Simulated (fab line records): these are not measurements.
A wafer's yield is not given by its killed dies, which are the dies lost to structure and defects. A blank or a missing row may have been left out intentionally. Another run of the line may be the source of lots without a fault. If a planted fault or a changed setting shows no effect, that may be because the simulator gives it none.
What tool caused it? ; flow nand_harc ; 13 lots with 39 wafers sampled at 5 steps, on a route of 1302 steps

== WHAT EACH GAUGE READ, for each wafer ==
NHARC_THIN_TSV_CD_MEAS_37.
lot;measured;on;cd_nm (nm)
L698;day 24 16:37;cd_sem-02;4994.9 4993.2 4997.2
L697;day 24 20:14;cd_sem-01;4992.1 4995.6 4995.5
L702;day 25 20:00;cd_sem-03;4994.6 4996.0 4997.3
L707;day 27 13:51;cd_sem-01;4997.2 5002.7 5001.9
L705;day 27 18:25;cd_sem-02;4998.3 4999.3 4997.9
L706;day 28 00:25;cd_sem-01;5000.9 4999.8 5002.2
L708;day 28 14:03;cd_sem-02;4999.0 5000.1 5007.9
L711;day 29 13:02;cd_sem-01;4997.1 4997.9 4995.6
L712;day 29 20:56;cd_sem-02;4999.2 4998.7 4997.3
L713;day 31 00:47;cd_sem-01;5002.6 5006.5
L715;day 31 02:09;cd_sem-03;5001.4
L719;day 34 05:52;cd_sem-01;5001.1 4997.5 5000.4
L718;day 34 03:23;cd_sem-02;4999.9 5003.1 5002.8

NHARC_END_SORT_01.
lot;measured;on;defect_limited_yield (%);killed_at_array;killed_at_other;killed_at_periphery;killed_dies;killed_open;killed_short;sort_bin_2_pct (%);sort_bin_3_pct (%);sort_bin_4_pct (%);sort_n_pass;sort_rim_yield_pct (%);sort_yield_pct (%)
L713;day 31 08:24;prober-02;0 90.7 92.5;676 62 47;0 1 0;1 0 4;677 63 51;2 2 2;2 3 2;93.4 3.5 3.5;0.9 0.9 0.9;5.8 4.9 3.1;0 614 626;0 75 81;0 90.7 92.5
L715;day 31 09:58;prober-01;91.0 0 0;52 670 675;1 1 0;8 6 2;61 677 677;5 1 4;3 5 1;2.8 94.2 95.6;0.6 0.9 0.7;5.6 4.9 3.7;616 0 0;81 0 0;91.0 0 0

== WHAT TOOL EACH LOT RAN ON (gives the tool, then ch and the chambers of the sampled wafers, and finally the start) ==
lot;NHARC_A_M0_PVD_21;NHARC_A_BONDPAD_DEP_00;NHARC_THIN_TSV_DEGAS_53
L698;pvd_sputter-02, day 23 09:31;pecvd-03 ch 0,1, day 23 15:47;pvd_sputter-01, day 24 14:02
L697;pvd_sputter-02, day 23 13:44;pecvd-04 ch 1,2, day 23 19:52;pvd_sputter-02, day 24 17:38
L702;pvd_sputter-03, day 24 14:22;pecvd-04 ch 0,1, day 24 20:34;pvd_sputter-01, day 25 17:24
L707;pvd_sputter-02, day 26 04:06;pecvd-04 ch 0,1,2, day 27 11:11 or earlier;pvd_sputter-01, day 27 11:11
L705;pvd_sputter-02, day 26 12:46;pecvd-03 ch 1,2, day 26 19:01;pvd_sputter-01, day 27 15:58
L706;pvd_sputter-03, day 26 17:47;pecvd-03 ch 0,1, day 27 00:04;pvd_sputter-03, day 27 21:51
L708;pvd_sputter-01, day 27 08:18;pecvd-03 ch 1,2, day 27 14:24;pvd_sputter-02, day 28 11:28
L711;pvd_sputter-01, day 28 06:02;pecvd-04 ch 1,2, day 28 12:14;pvd_sputter-01, day 29 10:36
L712;pvd_sputter-03, day 28 13:11;pecvd-03 ch 0,1,2, day 28 19:20;pvd_sputter-02, day 29 18:18
L713;pvd_sputter-03, day 29 16:00;pecvd-03 ch 0,1, day 29 22:16;pvd_sputter-01, day 30 22:22
L715;pvd_sputter-03, day 29 17:44;pecvd-01 ch 2, day 29 23:55;pvd_sputter-02, day 30 23:34
L719;pvd_sputter-02, day 32 19:17;pecvd-01 ch 0,1,2, day 33 01:23;pvd_sputter-01, day 34 03:17
L718;pvd_sputter-03, day 32 23:28;pecvd-03 ch 0,1, day 33 05:40;pvd_sputter-03, day 34 00:50
- NHARC_A_M0_PVD_21: deposits Cu, target thk 30 nm, time 20.49 s.
- NHARC_A_BONDPAD_DEP_00: deposits SiCN, target thk 250 nm.
- NHARC_THIN_TSV_DEGAS_53: time 60 s.

== WHAT THE TOOLS THEMSELVES READ (means of the sampled wafers that have a number; where no wafer has one, the mark that the record gives instead) ==
NHARC_A_M0_PVD_21.
lot;tool;throttle_valve_pct (%)
L698;pvd_sputter-02;30.6
L697;pvd_sputter-02;30.1
L702;pvd_sputter-03;28.4
L707;pvd_sputter-02;29.6
L705;pvd_sputter-02;29.5
L706;pvd_sputter-03;28.4
L708;pvd_sputter-01;29.5
L711;pvd_sputter-01;29.3
L712;pvd_sputter-03;28.2
L713;pvd_sputter-03;28.4
L715;pvd_sputter-03;28.3
L719;pvd_sputter-02;30.7
L718;pvd_sputter-03;28.5

NHARC_A_BONDPAD_DEP_00.
lot;tool;heater_power_w (W)
L698;pecvd-03;583
L697;pecvd-04;613
L702;pecvd-04;664
L707;pecvd-04;622
L705;pecvd-03;527
L706;pecvd-03;496
L708;pecvd-03;602
L711;pecvd-04;628
L712;pecvd-03;539
L713;pecvd-03;549
L715;pecvd-01;503
L719;pecvd-01;586
L718;pecvd-03;537

NHARC_THIN_TSV_DEGAS_53.
lot;tool;heater_power_w (W)
L698;pvd_sputter-01;448
L697;pvd_sputter-02;469
L702;pvd_sputter-01;433
L707;pvd_sputter-01;430
L705;pvd_sputter-01;428
L706;pvd_sputter-03;475
L708;pvd_sputter-02;510
L711;pvd_sputter-01;460
L712;pvd_sputter-02;514
L713;pvd_sputter-01;474
L715;pvd_sputter-02;500
L719;pvd_sputter-01;433
L718;pvd_sputter-03;445

== THE ANSWER, worked out from the rows above alone ==
Rule: usual is defined by the lots themselves. The widest of any qualifying gaps counts: lots, ordered by their means at a reading, are off when they make up no more than a third of the lots, leave a main group of 4 or more, and stand apart from it by 3 or more times the standard deviation of that group's means. A main group whose means are all the same, to the digits that the tables above print for the reading, isn't used. Also off: a lot with no number at a reading for which 4 or more lots have one. Any other lot the step has rows for is counted as sound. Order of review: gauges by route order, followed by the tools' own readings, for which a lot's mean as printed above is used. At the first step where some lot is off, the reading lying furthest off is the one used; lots without a number count as furthest.
Across all readings shown, no lot is off: no conclusion can be drawn from this.

== WHAT HAD BEEN PUT IN BY THE SIMULATOR ==
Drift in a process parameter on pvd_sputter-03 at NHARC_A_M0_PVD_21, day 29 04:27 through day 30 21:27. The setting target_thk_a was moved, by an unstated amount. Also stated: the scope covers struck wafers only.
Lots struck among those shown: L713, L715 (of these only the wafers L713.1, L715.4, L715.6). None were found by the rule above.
